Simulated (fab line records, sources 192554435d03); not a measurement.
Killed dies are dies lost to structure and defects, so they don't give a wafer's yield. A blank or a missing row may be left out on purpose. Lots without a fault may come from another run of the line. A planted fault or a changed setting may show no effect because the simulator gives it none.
fab line records | flow n5_finfet | part 1 of 2: steps 1 to 15 of 26
record lots=5 wafers=15 last_day=18
route steps=1938 shown GATE_CUT@492 MOL_CONTACT_COAG@517
lots that met no fault: from a run of the same line without faults
start_h: hours from the record's first day to the start of the lot's first wafer shown | wait_h: hours since the lot's step before | " the same as in the row above | L1.1+2: a row that stands for several wafers | - no value, or no start given | * or withheld: withheld | < > ~ a bound
route shown NAME@n: a module of which the file shows steps, and the number in the route of the first | usual: mean/standard deviation of fault-free wafers | same: alike in all rows | chamber/n: place in a boat | sites: the reading at each site | _std_site: their standard deviation | _edge_site: outer sites' mean less inner sites' | radius_mm: how far each site lies from the wafer's centre | mask NAME#n: copy n | behind: the tool/chamber that last shaped the wafer | hold: why the lot was held/for how many hours/how that ended | device: the transistor (n, p or np) that didn't switch | end of line: the same wafers' tests at the end of the route | a step without rows: its recipe alone | killed: dies lost to structure and defects at the first sort, not the wafer's yield | map: a wafer's dies, x killed, . not, _ none there
set.NAME: the setting as run; set.NAME@STEP: as run at that earlier step | model.NAME: the simulator's own value behind a step, which no gauge read
lots at some steps of the route; a table a step, a row a wafer
services: from which hour (start_h, from the record's first day; less than 0 if before it) a tool's chamber was out of use, for how many hours, and why
## steps
# step N5_GATE_CUT_ETCH_36
# recipe chemistry=CF4 target=SiARC target_depth_a=130 mask_material=CAR-EUV time_s=21.7 ion_energy_ev=80 pressure_mtorr=40 source_w=545 bias_w=36 Ar_flow_sccm=100 cf4_flow_sccm=100 ends=cleared
# usual drypump_motor_current_A=5.4/0.46 etch_rf_on_time_s=21.8/0.33 oes_product_au=0.64/0.037 rf_vpp_V=184.5/1.1 showerhead_plenum_p_Torr=2.19/0.056 throttle_valve_pct=15.65/0.2
# columns lot.wafer tool chamber start_h wait_h drypump_motor_current_A etch_rf_on_time_s oes_product_au rf_hours_counter_h rf_vpp_V showerhead_plenum_p_Torr throttle_valve_pct
L076.1 rie_diel-01 1 98.77 0.0 5.8 21.8 0.62 205 187.0 2.21 15.89
L076.4 " 2 " " 5.0 21.3 0.67 127 184.3 2.15 15.70
L076.6 " 1 " " 5.7 22.0 0.61 - 184.0 2.21 15.89
L078.3 rie_diel-01 2 108.66 0.0 5.0 21.5 0.66 130 184.6 2.15 15.71
L078.4 " 3 " " 4.7 21.7 0.65 - 185.0 2.23 15.46
L078.5 " 2 " " 5.0 21.4 0.67 - 183.8 2.15 15.71
L085.3 rie_diel-01 1 148.32 0.0 5.7 22.2 0.60 222 184.2 2.21 15.93
L085.4 " 2 " " 4.9 21.5 0.65 145 185.8 2.15 15.74
L085.6 " 3 " " 4.7 22.2 0.63 - 183.4 2.23 15.49
L089.3 rie_diel-01 0 174.28 0.0 5.5 21.7 0.65 144 185.3 2.23 15.44
L089.4 " 3 " " 4.6 22.0 0.63 169 185.6 2.22 15.52
L089.5 " 3 " " 4.7 21.9 0.63 - 184.9 2.22 15.52
L094.1 rie_diel-04 3 208.00 0.0 5.6 21.5 0.65 149 183.2 2.14 15.51
L094.4 " 3 " " 5.6 21.6 0.64 - 184.9 2.14 15.50
L094.6 " 2 " " 5.5 22.4 0.60 - 184.6 2.12 15.76
# step N5_GATE_CUT_ETCH_37
# recipe chemistry=N2/H2 target=SOC target_depth_a=600 overetch_a=120 mask_material=SiARC temp_c=40 time_s=90 ion_energy_ev=200 pressure_mtorr=30 source_w=840 bias_w=150 n2_flow_sccm=200 h2_flow_sccm=200
# usual drypump_motor_current_A=5.4/0.47 oes_product_au=0.67/0.035 rf_vpp_V=525.4/2.1 showerhead_plenum_p_Torr=2.60/0.072 throttle_valve_pct=17.87/0.24
# columns lot.wafer tool chamber start_h wait_h drypump_motor_current_A oes_product_au rf_hours_counter_h rf_vpp_V showerhead_plenum_p_Torr throttle_valve_pct
L076.1 rie_diel-01 1 98.79 0.0 5.8 0.65 205 524.9 2.63 18.16
L076.4 " 2 " " 5.0 0.70 127 523.5 2.55 17.88
L076.6 " 1 " " 5.8 0.65 - 525.8 2.63 18.18
L078.3 rie_diel-01 2 108.68 0.0 5.0 0.70 130 523.1 2.55 17.90
L078.4 " 3 " " 4.6 0.68 - 527.4 2.66 17.62
L078.5 " 2 " " 5.0 0.70 - 523.3 2.55 17.88
L085.3 rie_diel-01 1 148.35 0.0 5.8 0.64 222 527.7 2.62 18.21
L085.4 " 2 " " 4.9 0.69 145 523.2 2.54 17.91
L085.6 " 3 " " 4.6 0.68 - 525.8 2.65 17.64
L089.3 rie_diel-01 0 174.31 0.0 5.5 0.68 144 526.9 2.65 17.64
L089.4 " 3 " " 4.7 0.67 169 526.0 2.65 17.65
L089.5 " 3 " " 4.7 0.67 - 526.4 2.64 17.67
L094.1 rie_diel-04 3 208.03 0.0 5.6 0.68 149 524.9 2.54 17.70
L094.4 " 3 " " 5.7 0.68 - 524.3 2.54 17.70
L094.6 " 2 " " 5.5 0.64 - 523.1 2.52 17.95
# step N5_GATE_CUT_STRIP_38
# recipe chemistry=N2/H2 temp_c=40 n2_flow_sccm=200 h2_flow_sccm=200 rf_frequency_hz=6e+07
# columns lot.wafer tool chamber start_h wait_h
L076.1+4+6 rie_diel-01 1,2,1 98.86 0.0
L078.3+4+5 rie_diel-01 2,3,2 108.75 0.0
L085.3+4+6 rie_diel-01 1,2,3 148.41 0.0
L089.3+4+5 rie_diel-01 0,3,3 174.37 0.0
L094.1+4+6 rie_diel-04 3,3,2 208.09 0.0
# step N5_GATE_CUT_STRIP_39
# recipe chemistry=N2/H2 temp_c=40 n2_flow_sccm=200 h2_flow_sccm=200 rf_frequency_hz=6e+07
# columns lot.wafer tool chamber start_h wait_h
L076.1+4+6 rie_diel-01 1,2,1 98.87 0.0
L078.3+4+5 rie_diel-01 2,3,2 108.76 0.0
L085.3+4+6 rie_diel-01 1,2,3 148.42 0.0
L089.3+4+5 rie_diel-01 0,3,3 174.38 0.0
L094.1+4+6 rie_diel-04 3,3,2 208.10 0.0
# step N5_GATE_CUT_HM_OPEN_40
# recipe chemistry=C4F6/O2 target=SiO2 mask_material=SiARC target_depth_a=1390 time_s=85.1 ion_energy_ev=250 pressure_mtorr=30 source_w=345 bias_w=185 Ar_flow_sccm=300 C4F6_flow_sccm=10 O2_flow_sccm=10 ends=cleared
# usual drypump_motor_current_A=5.4/0.47 etch_rf_on_time_s=94.8/1.6 oes_product_au=0.67/0.039 rf_vpp_V=667/6.5 showerhead_plenum_p_Torr=2.91/0.075 throttle_valve_pct=20.95/0.21
# columns lot.wafer tool chamber start_h wait_h drypump_motor_current_A etch_rf_on_time_s oes_product_au rf_hours_counter_h rf_vpp_V showerhead_plenum_p_Torr throttle_valve_pct
L076.1 rie_diel-01 1 98.88 0.0 5.8 96.5 0.65 205 673 2.94 21.20
L076.4 " 2 " " 4.9 94.9 0.70 127 657 2.85 21.00
L076.6 " 1 " " 5.7 95.9 0.65 - 674 2.94 21.20
L078.3 rie_diel-01 2 108.77 0.0 4.9 92.6 0.71 130 657 2.85 21.01
L078.4 " 3 " " 4.6 94.6 0.69 - 668 2.97 20.76
L078.5 " 2 " " 5.0 94.1 0.70 - 657 2.85 21.02
L085.3 rie_diel-01 1 148.43 0.0 5.8 94.3 0.64 222 673 2.93 21.22
L085.4 " 2 " " 5.0 95.7 0.69 145 657 2.85 21.03
L085.6 " 3 " " 4.6 96.2 0.68 - 668 2.96 20.76
L089.3 rie_diel-01 0 174.39 0.0 5.5 91.7 0.69 144 672 2.96 20.68
L089.4 " 3 " " 4.6 93.2 0.67 169 665 2.96 20.79
L089.5 " 3 " " 4.6 94.4 0.67 - 667 2.96 20.79
L094.1 rie_diel-04 3 208.11 0.0 5.7 93.7 0.68 149 661 2.85 20.79
L094.4 " 3 " " 5.7 94.0 0.67 - 661 2.85 20.79
L094.6 " 2 " " 5.5 96.6 0.64 - 669 2.82 21.06
# step N5_GATE_CUT_STRIP_41
# recipe chemistry=CF4 resist=SiARC power_w=300 bias_power_w=75 pressure_mtorr=50 cf4_flow_sccm=150 rf_frequency_hz=6e+07
# usual bias_power_w=75.01/0.21 drypump_motor_current_A=5.4/0.46 oes_product_au=0.173/0.01 rf_vpp_V=271.9/1.4 showerhead_plenum_p_Torr=1.83/0.047 throttle_valve_pct=13.64/0.2
# columns lot.wafer tool chamber start_h wait_h bias_power_w drypump_motor_current_A oes_product_au rf_hours_counter_h rf_vpp_V showerhead_plenum_p_Torr throttle_valve_pct
L076.1 rie_diel-01 1 98.94 0.0 74.81 5.7 0.170 205 273.2 1.86 13.89
L076.4 " 2 " " 75.07 5.0 0.181 127 271.6 1.81 13.68
L076.6 " 1 " " 75.47 5.7 0.166 - 272.7 1.86 13.89
L078.3 rie_diel-01 2 108.83 0.0 74.88 5.0 0.175 130 272.6 1.81 13.69
L078.4 " 3 " " 74.86 4.7 0.177 - 272.9 1.87 13.46
L078.5 " 2 " " 74.93 5.0 0.181 - 272.1 1.81 13.70
L085.3 rie_diel-01 1 148.49 0.0 75.19 5.8 0.165 222 272.9 1.85 13.92
L085.4 " 2 " " 75.16 5.0 0.179 145 271.1 1.80 13.73
L085.6 " 3 " " 74.98 4.7 0.176 - 273.0 1.86 13.48
L089.3 rie_diel-01 0 174.45 0.0 75.08 5.5 0.177 144 272.5 1.87 13.46
L089.4 " 3 " " 74.98 4.6 0.172 169 274.0 1.86 13.49
L089.5 " 3 " " 75.23 4.6 0.171 - 272.9 1.86 13.49
L094.1 rie_diel-04 3 208.17 0.0 74.94 5.7 0.173 149 271.7 1.79 13.48
L094.4 " 3 " " 74.99 5.7 0.176 - 269.7 1.79 13.50
L094.6 " 2 " " 74.91 5.5 0.164 - 270.8 1.77 13.71
# step N5_GATE_CUT_STRIP_42
# recipe chemistry=O2 power_w=400 temp_c=40 pressure_mtorr=30 rf_frequency_hz=6e+07 bias_power_w=0 overash_fraction=0.3 o2_flow_sccm=225
# usual drypump_motor_current_A=5.4/0.47 oes_product_au=0.74/0.042 rf_vpp_V=3.6/0.46 showerhead_plenum_p_Torr=2.14/0.057 throttle_valve_pct=16.71/0.21
# same bias_power_w=0
# columns lot.wafer tool chamber start_h wait_h drypump_motor_current_A oes_product_au rf_hours_counter_h rf_vpp_V showerhead_plenum_p_Torr throttle_valve_pct
L076.1 rie_diel-01 1 98.96 0.0 5.8 0.72 205 2.9 2.17 16.93
L076.4 " 2 " " 4.9 0.78 127 3.4 2.12 16.82
L076.6 " 1 " " 5.8 0.73 - 3.9 2.17 16.92
L078.3 rie_diel-01 2 108.85 0.0 4.9 0.78 130 3.9 2.11 16.82
L078.4 " 3 " " 4.6 0.76 - 3.2 2.18 16.48
L078.5 " 2 " " 5.0 0.77 - 3.5 2.11 16.80
L085.3 rie_diel-01 1 148.51 0.0 5.8 0.71 222 3.2 2.16 16.95
L085.4 " 2 " " 5.0 0.77 145 3.7 2.11 16.86
L085.6 " 3 " " 4.6 0.76 - 2.5 2.18 16.50
L089.3 rie_diel-01 0 174.47 0.0 5.5 0.75 144 3.7 2.19 16.50
L089.4 " 3 " " 4.6 0.75 169 3.2 2.17 16.53
L089.5 " 3 " " 4.6 0.74 - 3.1 2.17 16.52
L094.1 rie_diel-04 3 208.19 0.0 5.6 0.75 149 3.1 2.10 16.58
L094.4 " 3 " " 5.6 0.75 - 4.1 2.10 16.60
L094.6 " 2 " " 5.5 0.71 - 3.0 2.07 16.76
# step N5_GATE_CUT_ETCH_19
# recipe chemistry=CH3F/O2 target=SiNx mask_material=SiO2 target_depth_a=537 time_s=76.7 pressure_mtorr=30 source_w=395 bias_w=73 Ar_flow_sccm=150 CH3F_flow_sccm=30 O2_flow_sccm=20 ion_energy_ev=120 ends=cleared
# usual drypump_motor_current_A=5.4/0.46 etch_rf_on_time_s=77.2/0.94 oes_product_au=0.64/0.036 rf_vpp_V=298.3/2.9 showerhead_plenum_p_Torr=2.04/0.055 throttle_valve_pct=16.38/0.21
# columns lot.wafer tool chamber start_h wait_h drypump_motor_current_A etch_rf_on_time_s oes_product_au rf_hours_counter_h rf_vpp_V showerhead_plenum_p_Torr throttle_valve_pct
L076.1 rie_diel-01 1 99.00 0.0 5.8 77.3 0.62 205 300.5 2.07 16.61
L076.4 " 2 " " 5.0 75.8 0.67 127 292.9 2.01 16.43
L076.6 " 1 " " 5.8 77.5 0.61 - 299.9 2.07 16.61
L078.3 rie_diel-01 2 108.89 0.0 4.9 76.7 0.66 130 293.8 2.00 16.42
L078.4 " 3 " " 4.7 77.7 0.65 - 298.2 2.09 16.18
L078.5 " 2 " " 5.0 76.5 0.66 - 293.1 2.00 16.42
L085.3 rie_diel-01 1 148.55 0.0 5.8 79.6 0.59 222 300.9 2.06 16.65
L085.4 " 2 " " 5.0 77.7 0.65 145 294.2 2.00 16.46
L085.6 " 3 " " 4.6 78.6 0.63 - 297.0 2.08 16.22
L089.3 rie_diel-01 0 174.51 0.0 5.5 76.5 0.65 144 299.2 2.08 16.12
L089.4 " 3 " " 4.7 77.6 0.63 169 298.1 2.08 16.23
L089.5 " 3 " " 4.6 77.4 0.63 - 297.9 2.08 16.24
L094.1 rie_diel-04 3 208.23 0.0 5.6 76.3 0.64 149 296.7 2.00 16.23
L094.4 " 3 " " 5.6 76.7 0.64 - 295.7 2.00 16.24
L094.6 " 2 " " 5.5 77.3 0.61 - 297.4 1.98 16.49
# step N5_GATE_CUT_CUT_ETCH_53
# recipe chemistry=SF6/Cl2 target=W mask_material=SiO2 target_depth_a=792 pressure_mtorr=8 icp_w=900 bias_w=80 SF6_flow_sccm=40 Cl2_flow_sccm=60 ends=cleared
# usual drypump_motor_current_A=5.4/0.46 etch_rf_on_time_s=26.3/0.38 oes_product_au=0.69/0.1 throttle_valve_pct=28.79/0.15
# columns lot.wafer tool chamber start_h wait_h drypump_motor_current_A etch_rf_on_time_s oes_product_au rf_hours_counter_h throttle_valve_pct
L076.1 rie_metal-03 0 99.11 0.1 5.9 26.6 0.57 106 28.85
L076.4 " 1 " " 5.4 25.3 0.76 - 29.04
L076.6 " 0 " " 5.9 26.6 0.57 - 28.85
L078.3 rie_metal-02 0 109.02 0.1 6.0 26.5 0.78 - 28.78
L078.4 " 1 " " 5.0 26.1 0.61 - 28.56
L078.5 " 0 " " 6.0 26.2 0.79 - 28.80
L085.3 rie_metal-03 0 148.69 0.1 6.0 27.1 0.56 - 28.86
L085.4 " 1 " " 5.4 25.8 0.73 - 29.03
L085.6 " 0 " " 6.0 27.0 0.56 - 28.86
L089.3 rie_metal-01 1 174.64 0.1 5.0 26.4 0.54 - 28.97
L089.4 " 0 " " 5.0 26.6 0.76 - 28.77
L089.5 " 0 " " 5.0 26.6 0.76 - 28.76
L094.1 rie_metal-02 1 208.34 0.1 5.0 26.7 0.59 102 28.58
L094.4 " 1 " " 5.0 26.3 0.59 - 28.57
L094.6 " 1 " " 5.0 26.4 0.60 - 28.57
# step N5_GATE_CUT_CUT_ETCH_54
# recipe chemistry=Cl2/BCl3 target=TiN mask_material=SiO2 target_depth_a=967 pressure_mtorr=10 icp_w=1000 bias_w=126 Cl2_flow_sccm=53.25 bcl3_flow_sccm=21.75 Ar_flow_sccm=25 ends=cleared
# usual drypump_motor_current_A=5.4/0.46 etch_rf_on_time_s=36.9/0.53 oes_product_au=0.68/0.099 throttle_valve_pct=22.17/0.12
# columns lot.wafer tool chamber start_h wait_h drypump_motor_current_A etch_rf_on_time_s oes_product_au rf_hours_counter_h throttle_valve_pct
L076.1 rie_metal-03 0 99.17 0.0 6.0 37.3 0.58 106 22.20
L076.4 " 1 " " 5.4 35.5 0.75 - 22.33
L076.6 " 0 " " 6.0 37.2 0.57 - 22.20
L078.3 rie_metal-02 0 109.08 0.0 6.0 37.3 0.78 - 22.20
L078.4 " 1 " " 5.0 36.8 0.61 - 21.98
L078.5 " 0 " " 6.1 37.3 0.78 - 22.18
L085.3 rie_metal-03 0 148.75 0.0 5.9 37.0 0.57 - 22.23
L085.4 " 1 " " 5.4 35.6 0.73 - 22.34
L085.6 " 0 " " 6.0 37.2 0.57 - 22.22
L089.3 rie_metal-01 1 174.70 0.0 5.0 37.6 0.54 - 22.38
L089.4 " 0 " " 5.0 37.1 0.75 - 22.10
L089.5 " 0 " " 5.0 37.2 0.76 - 22.10
L094.1 rie_metal-02 1 208.40 0.0 5.0 36.8 0.59 102 22.02
L094.4 " 1 " " 5.0 37.1 0.59 - 22.02
L094.6 " 1 " " 5.0 36.9 0.59 - 22.00
# step N5_GATE_CUT_CUT_ETCH_55
# recipe chemistry=BCl3 target=HfO2 mask_material=SiO2 target_depth_a=32 ion_energy_ev=30 pressure_mtorr=5 icp_w=450 bias_w=18 bcl3_flow_sccm=80
# usual drypump_motor_current_A=5.4/0.46 oes_product_au=0.76/0.11 throttle_valve_pct=32.89/0.16
# columns lot.wafer tool chamber start_h wait_h drypump_motor_current_A oes_product_au rf_hours_counter_h throttle_valve_pct
L076.1 rie_metal-03 0 99.23 0.0 6.0 0.64 106 33.13
L076.4 " 1 " " 5.4 0.84 - 33.01
L076.6 " 0 " " 6.0 0.63 - 33.14
L078.3 rie_metal-02 0 109.13 0.0 6.1 0.88 - 32.99
L078.4 " 1 " " 5.0 0.67 - 32.71
L078.5 " 0 " " 6.1 0.87 - 33.01
L085.3 rie_metal-03 0 148.80 0.0 5.9 0.63 - 33.14
L085.4 " 1 " " 5.4 0.81 - 33.03
L085.6 " 0 " " 6.0 0.63 - 33.14
L089.3 rie_metal-01 1 174.75 0.0 5.0 0.60 - 32.95
L089.4 " 0 " " 5.0 0.85 - 32.72
L089.5 " 0 " " 5.0 0.85 - 32.74
L094.1 rie_metal-02 1 208.46 0.0 5.0 0.66 102 32.73
L094.4 " 1 " " 5.0 0.65 - 32.71
L094.6 " 1 " " 5.0 0.65 - 32.72
# step N5_GATE_CUT_ETCH_47
# recipe chemistry=Cl2/BCl3 target=SiO2 target_depth_a=100 pressure_mtorr=10 icp_w=1000 bias_w=126 Cl2_flow_sccm=53.25 bcl3_flow_sccm=21.75 Ar_flow_sccm=25
# usual drypump_motor_current_A=5.4/0.46 oes_product_au=0.76/0.11 throttle_valve_pct=22.70/0.13
# columns lot.wafer tool chamber start_h wait_h drypump_motor_current_A oes_product_au rf_hours_counter_h throttle_valve_pct
L076.1 rie_metal-03 0 99.26 0.0 6.0 0.63 106 22.73
L076.4 " 1 " " 5.4 0.82 - 22.86
L076.6 " 0 " " 6.0 0.63 - 22.74
L078.3 rie_metal-02 0 109.16 0.0 6.1 0.87 - 22.72
L078.4 " 1 " " 5.0 0.67 - 22.52
L078.5 " 0 " " 6.1 0.88 - 22.71
L085.3 rie_metal-03 0 148.83 0.0 5.9 0.63 - 22.73
L085.4 " 1 " " 5.4 0.81 - 22.88
L085.6 " 0 " " 6.0 0.63 - 22.75
L089.3 rie_metal-01 1 174.78 0.0 5.0 0.59 - 22.86
L089.4 " 0 " " 5.0 0.84 - 22.63
L089.5 " 0 " " 5.0 0.85 - 22.63
L094.1 rie_metal-02 1 208.49 0.0 5.0 0.66 102 22.52
L094.4 " 1 " " 5.0 0.66 - 22.54
L094.6 " 1 " " 5.0 0.65 - 22.53
# step N5_GATE_CUT_VAPOR_ETCH_48
# recipe chemistry=BCl3/Cl2 target=TiN mode=isotropic
# usual drypump_motor_current_A=5.4/0.46 oes_product_au=0.76/0.11
# columns lot.wafer tool chamber start_h wait_h drypump_motor_current_A oes_product_au
L076.1 rie_metal-03 0 99.29 0.0 5.9 0.64
L076.4 " 1 " " 5.4 0.83
L076.6 " 0 " " 5.9 0.64
L078.3 rie_metal-02 0 109.19 0.0 6.1 0.87
L078.4 " 1 " " 5.0 0.68
L078.5 " 0 " " 6.0 0.87
L085.3 rie_metal-03 0 148.86 0.0 5.9 0.63
L085.4 " 1 " " 5.4 0.81
L085.6 " 0 " " 5.9 0.63
L089.3 rie_metal-01 1 174.81 0.0 5.0 0.60
L089.4 " 0 " " 5.0 0.85
L089.5 " 0 " " 5.0 0.85
L094.1 rie_metal-02 1 208.52 0.0 5.0 0.66
L094.4 " 1 " " 5.0 0.66
L094.6 " 1 " " 5.0 0.66
# step N5_GATE_CUT_VAPOR_ETCH_49
# recipe chemistry=BCl3/Cl2 target=TiAlC mode=isotropic
# usual drypump_motor_current_A=5.4/0.46 oes_product_au=0.76/0.11
# columns lot.wafer tool chamber start_h wait_h drypump_motor_current_A oes_product_au
L076.1 rie_metal-03 0 99.32 0.0 5.9 0.63
L076.4 " 1 " " 5.4 0.83
L076.6 " 0 " " 6.0 0.64
L078.3 rie_metal-02 0 109.22 0.0 6.1 0.87
L078.4 " 1 " " 5.0 0.67
L078.5 " 0 " " 6.1 0.88
L085.3 rie_metal-03 0 148.89 0.0 6.0 0.63
L085.4 " 1 " " 5.4 0.81
L085.6 " 0 " " 6.0 0.62
L089.3 rie_metal-01 1 174.84 0.0 5.0 0.60
L089.4 " 0 " " 5.0 0.84
L089.5 " 0 " " 5.0 0.85
L094.1 rie_metal-02 1 208.55 0.0 5.0 0.65
L094.4 " 1 " " 5.0 0.65
L094.6 " 1 " " 5.0 0.65
# step N5_GATE_CUT_VAPOR_ETCH_51
# recipe chemistry=BCl3/Cl2 target=HfO2 mode=isotropic
# usual drypump_motor_current_A=5.4/0.46 oes_product_au=0.76/0.11
# columns lot.wafer tool chamber start_h wait_h drypump_motor_current_A oes_product_au
L076.1 rie_metal-03 0 99.35 0.0 6.0 0.63
L076.4 " 1 " " 5.4 0.84
L076.6 " 0 " " 6.0 0.64
L078.3 rie_metal-02 0 109.25 0.0 6.1 0.86
L078.4 " 1 " " 5.0 0.68
L078.5 " 0 " " 6.0 0.86
L085.3 rie_metal-03 0 148.92 0.0 6.0 0.63
L085.4 " 1 " " 5.4 0.80
L085.6 " 0 " " 6.0 0.63
L089.3 rie_metal-01 1 174.87 0.0 5.0 0.60
L089.4 " 0 " " 5.0 0.85
L089.5 " 0 " " 5.0 0.85
L094.1 rie_metal-02 1 208.58 0.0 5.0 0.65
L094.4 " 1 " " 5.0 0.65
L094.6 " 1 " " 5.0 0.65
